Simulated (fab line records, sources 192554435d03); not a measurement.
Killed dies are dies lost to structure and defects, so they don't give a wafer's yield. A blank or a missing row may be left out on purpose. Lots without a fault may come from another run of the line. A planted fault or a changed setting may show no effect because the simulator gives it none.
fab line records | flow n5_finfet
record lots=5 wafers=15 last_day=16
route steps=1938 shown BEOL_M1@785 BEOL_M4@1111 PASSIVATION@1936
lots that met no fault: from a run of the same line without faults
start_h: hours from the record's first day to the start of the lot's first wafer shown | wait_h: hours since the lot's step before | " the same as in the row above | L1.1+2: a row that stands for several wafers | - no value, or no start given | * or withheld: withheld | < > ~ a bound
route shown NAME@n: a module of which the file shows steps, and the number in the route of the first | usual: mean/standard deviation of fault-free wafers | same: alike in all rows | chamber/n: place in a boat | sites: the reading at each site | _std_site: their standard deviation | _edge_site: outer sites' mean less inner sites' | radius_mm: how far each site lies from the wafer's centre | mask NAME#n: copy n | behind: the tool/chamber that last shaped the wafer | hold: why the lot was held/for how many hours/how that ended | device: the transistor (n, p or np) that didn't switch | end of line: the same wafers' tests at the end of the route | a step without rows: its recipe alone | killed: dies lost to structure and defects at the first sort, not the wafer's yield | map: a wafer's dies, x killed, . not, _ none there
set.NAME: the setting as run; set.NAME@STEP: as run at that earlier step | model.NAME: the simulator's own value behind a step, which no gauge read
lots at some steps of the route; a table a step, a row a wafer
services: from which hour (start_h, from the record's first day; less than 0 if before it) a tool's chamber was out of use, for how many hours, and why
## steps
# step N5_BEOL_M1_DEVELOP_27
# recipe develop_time_s=30 developer=TMAH resist=CAR-EUV rinse_liquid=surfactant_rinse dry=air_spin dev_temp_c=23
# step N5_BEOL_M1_DESCUM_33
# recipe chemistry=O2 time_s=7 source_power_w=50 bias_power_w=20 pressure_mtorr=20 rf_frequency_hz=2.712e+07 temp_c=40 resist=CAR-EUV o2_flow_sccm=225
# step N5_BEOL_M1_ETCH_77
# recipe chemistry=N2/H2 target=underlayer target_depth_a=65 mask_material=CAR-EUV time_s=5.2 ion_energy_ev=200 pressure_mtorr=30 source_w=840 bias_w=150 n2_flow_sccm=200 h2_flow_sccm=200 ends=cleared
# step N5_BEOL_M1_ETCH_69
# recipe chemistry=CF4 target=SiARC target_depth_a=156 mask_material=CAR-EUV time_s=26 ion_energy_ev=80 pressure_mtorr=40 source_w=545 bias_w=36 Ar_flow_sccm=100 cf4_flow_sccm=100 ends=cleared
# step N5_BEOL_M1_ALD_98
# recipe material=SiO2 target_thk_a=25 temp_c=100 ald_precursor_family=BDEAS ald_co_reactant=O2-plasma pulse_time_s=1 co_reactant_pulse_time_s=1 purge_time_s=2 co_reactant_purge_time_s=2 ald_cycles=17 pressure_torr=2
# step N5_BEOL_M1_ETCHBACK_99
# recipe chemistry=CHF3 target=SiO2 target_depth_a=50 time_s=10.4 source_w=215 bias_w=47 Ar_flow_sccm=200 CHF3_flow_sccm=12 ion_energy_ev=100 pressure_mtorr=30
# step N5_BEOL_M1_ETCH_70
# recipe chemistry=N2/H2 target=SOC target_depth_a=800 overetch_a=160 mask_material=SiARC temp_c=40 time_s=120 ion_energy_ev=200 pressure_mtorr=30 source_w=840 bias_w=150 n2_flow_sccm=200 h2_flow_sccm=200
# step N5_BEOL_M1_STRIP_71
# recipe chemistry=N2/H2 temp_c=40 n2_flow_sccm=200 h2_flow_sccm=200 rf_frequency_hz=6e+07
# step N5_BEOL_M1_STRIP_78
# recipe chemistry=N2/H2 temp_c=40 n2_flow_sccm=200 h2_flow_sccm=200 rf_frequency_hz=6e+07
# step N5_BEOL_M1_VIA_ETCH_34
# recipe chemistry=C4F6/O2 target_depth_a=678 mask_material=SOC pressure_mtorr=15 ion_energy_ev=250 taper_deg=4 time_s=64.4 source_w=350 bias_w=170 Ar_flow_sccm=300 C4F6_flow_sccm=10 O2_flow_sccm=10
# usual bias_w=170.1/0.52 drypump_motor_current_A=5.8/0.49 oes_ar_750_au=0.76/0.076 oes_o_777_au=0.77/0.073 oes_product_au=0.76/0.076 rf_vpp_V=665/25 showerhead_plenum_p_Torr=2.83/0.11 throttle_valve_pct=30.8/0.36
# same time_s=64.4
# columns lot.wafer tool chamber start_h wait_h bias_w drypump_motor_current_A oes_ar_750_au oes_o_777_au oes_product_au rf_hours_counter_h rf_vpp_V showerhead_plenum_p_Torr throttle_valve_pct model.etch.depth_nm model.SOC_of_BEOL_M1_COAT_67.thk_nm
L377.2 rie_diel-02 0 132.32 0.0 169.3 5.3 0.85 0.83 0.87 22 676 2.79 31.0 66.73 51.8
L377.3 " 2 " " 170.2 5.6 0.73 0.75 0.73 204 677 2.68 30.4 68.4 51.6
L377.6 " 0 " " 169.4 5.2 0.85 0.83 0.86 - 677 2.79 31.0 66.29 51.8
L383.1 rie_diel-02 1 174.36 0.0 145.9 6.3 0.73 0.70 0.72 189 586 2.85 30.8 64.99 52.6
L383.2 " 2 " " 146.1 5.6 0.71 0.73 0.70 218 600 2.67 30.4 64.33 52.6
L383.5 " 3 " " 145.9 5.5 0.87 0.89 0.85 - 570 3.03 30.8 63.5 52.8
L384.1 rie_diel-02 1 179.41 0.0 145.4 6.2 0.72 0.69 0.71 191 588 2.85 30.8 64.76 52.4
L384.3 " 3 " " 146.2 5.5 0.87 0.89 0.84 46 572 3.03 30.8 62.84 52.8
L384.5 " 3 " " 145.2 5.6 0.88 0.89 0.85 - 570 3.03 30.8 63.19 52.8
L386.3 rie_diel-02 3 204.23 0.0 145.5 5.5 0.86 0.87 0.84 54 571 3.03 30.9 64.22 52.6
L386.4 " 2 " " 145.7 5.6 0.70 0.72 0.69 226 600 2.67 30.4 64.17 52.8
L386.6 " 0 " " 146.1 5.3 0.81 0.79 0.81 - 598 2.78 31.0 63.11 52.8
L389.1 rie_diel-03 1 208.73 0.0 170.8 5.7 0.74 0.76 0.74 191 659 2.71 31.0 68.29 52.2
L389.3 " 3 " " 170.2 5.1 0.72 0.74 0.73 208 676 2.78 30.4 69.26 52.2
L389.6 " 1 " " 170.8 5.7 0.74 0.77 0.74 - 658 2.71 31.0 68.04 52.2
# step N5_BEOL_M1_STRIP_83
# recipe chemistry=C4F6/O2 resist=SiARC rf_frequency_hz=6e+07
# step N5_BEOL_M4_RC_MEAS_101
# usual DIBL_N=36.0/2.5 DIBL_P=36.7/3 IOFF_N=0.16/0.043 IOFF_P=0.21/0.049 ION_N=673/15 ION_P=461/9.8 SS_N=71.5/0.83 SS_P=73.4/0.83 VT_N=250/4 VT_P=-251/4
# columns lot.wafer tool chamber start_h wait_h DIBL_N[mV/V] DIBL_P[mV/V] IOFF_N[nA/um] IOFF_P[nA/um] ION_N[uA/um] ION_P[uA/um] SS_N[mV/dec] SS_P[mV/dec] VT_N[mV] VT_P[mV]
L377.2 prober-02 0 180.71 0.2 32.6 33.0 0.11 0.15 676 463 70.9 73.1 252 -255
L377.3 " 0 " " 36.9 37.1 0.17 0.21 661 450 71.1 73.8 250 -251
L377.6 " 0 " " 38.8 39.5 0.21 0.25 672 463 71.7 74.5 246 -250
L383.1 prober-01 0 216.05 0.0 37.5 38.8 0.17 0.23 670 458 71.5 75.1 251 -251
L383.2 " 0 " " 36.9 38.8 0.17 0.24 667 459 71.8 74.4 250 -251
L383.5 " 0 " " 39.3 41.0 0.22 0.28 674 459 72.5 74.8 250 -251
L384.1 prober-01 0 218.09 0.0 34.3 36.4 0.15 0.18 674 454 71.6 73.0 250 -254
L384.3 " 0 " " 32.8 33.3 0.11 0.14 651 447 70.3 73.1 253 -252
L384.5 " 0 " " 34.3 35.7 0.14 0.17 658 453 71.0 73.5 251 -254
L386.3 prober-02 0 242.34 0.3 36.3 36.6 0.18 0.21 697 467 71.0 73.8 249 -252
L386.4 " 0 " " 39.4 39.3 0.20 0.24 678 457 72.8 74.5 248 -252
L386.6 " 0 " " 39.2 40.1 0.22 0.27 691 482 72.9 74.1 247 -249
L389.1 prober-01 0 243.35 0.0 35.8 35.2 0.14 0.22 662 460 71.2 72.4 251 -250
L389.3 " 0 " " 36.8 36.6 0.16 0.24 666 466 72.1 74.7 251 -244
L389.6 " 0 " " 38.0 38.2 0.19 0.26 680 469 71.3 73.8 247 -247
# step N5_PASSIVATION_PROBE_49
# usual defect_limited_yield=91.1/1.5 killed_at_M0_to_M3=37/11 killed_at_M4_up=13/5.6 killed_at_contacts=12/5.6 killed_at_front_end=39/11 killed_at_other=4/3.1 killed_dies=105/18 killed_open=69/13 killed_short=35/7.4 sort_bin_5_function=5.1/0.92 sort_bin_6_memory=3.4/0.76 sort_n_pass=1075/18 sort_yield_pct=91.1/1.5
# same gross_dies=1180 killed_at_back_side=0 sort_bin_4_leakage[%]=0 sort_bin_8_speed[%]=0
# columns lot.wafer tool chamber start_h wait_h defect_limited_yield[%] killed_at_M0_to_M3 killed_at_M4_up killed_at_contacts killed_at_front_end killed_at_other killed_dies killed_open killed_short sort_bin_5_function[%] sort_bin_6_memory[%] sort_n_pass sort_yield_pct[%]
L386.3 prober-02 - 349.26 0.1 89.1 46 16 32 34 1 129 90 39 6.9 3.8 1051 89.1
L386.4 prober-02 - 349.31 0.2 89.8 70 12 5 27 6 120 75 45 5.4 4.4 1060 89.8
L386.6 prober-02 - 349.41 0.3 91.9 45 10 7 30 3 95 62 33 4.4 3.2 1085 91.9
# killed by level:class
L386.3 MOL_CONTACT_COAG:geometric_particle:open=26 FIN_SAQP:geometric_particle:open=15 BEOL_M0_SAQP:geometric_particle:short=12 BEOL_M0_SAQP:geometric_particle:open=10 BEOL_M3:geometric_particle:open=9 BEOL_M4:geometric_particle:open=9 FIN_SAQP:geometric_particle:short=7 MOL_CONTACT_COAG:geometric_particle:short=6
L386.4 BEOL_M0_SAQP:geometric_particle:open=20 BEOL_M0_SAQP:geometric_particle:short=19 BEOL_M1:geometric_particle:open=11 BEOL_M3:geometric_particle:open=11 FIN_SAQP:geometric_particle:short=5 GATE_CUT:geometric_particle:short=5 BEOL_M2:geometric_particle:open=5 DUMMY_GATE:geometric_particle:open=4
L386.6 BEOL_M0_SAQP:geometric_particle:open=12 BEOL_M0_SAQP:geometric_particle:short=12 BEOL_M1:geometric_particle:open=11 FIN_SAQP:geometric_particle:open=7 BEOL_M4:geometric_particle:open=7 FIN_SAQP:geometric_particle:short=5 MOL_CONTACT_COAG:geometric_particle:open=5 GATE_CUT:geometric_particle:open=4
## services
# columns tool chamber start_h hours kind
rie_diel-02 - 204.96 14.6 pm
## key
first_sign step=N5_BEOL_M1_VIA_ETCH_34 reading=bias_w direction=down sigmas=47 usual=* struck=*
effect step=N5_BEOL_M1_VIA_ETCH_34 reading=rf_vpp_V direction=down sigmas=3.2 usual=665 struck=584
model_effect step=N5_BEOL_M1_VIA_ETCH_34 value=etch.depth_nm without=67.12 struck=63.9
met_at N5_BEOL_M1_VIA_ETCH_34
struck_wafers L383.1,L383.2,L383.5,L384.1,L384.3,L384.5,L386.3,L386.4,L386.6
onset_between 132.32 174.36
fault kind=process_parameter_drift tool=rie_diel-02 chamber=- onset_h=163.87 steps=N5_BEOL_M1_VIA_ETCH_34 channel=bias_w offset=* shape=step end_h=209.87 acts_in=* stated=*
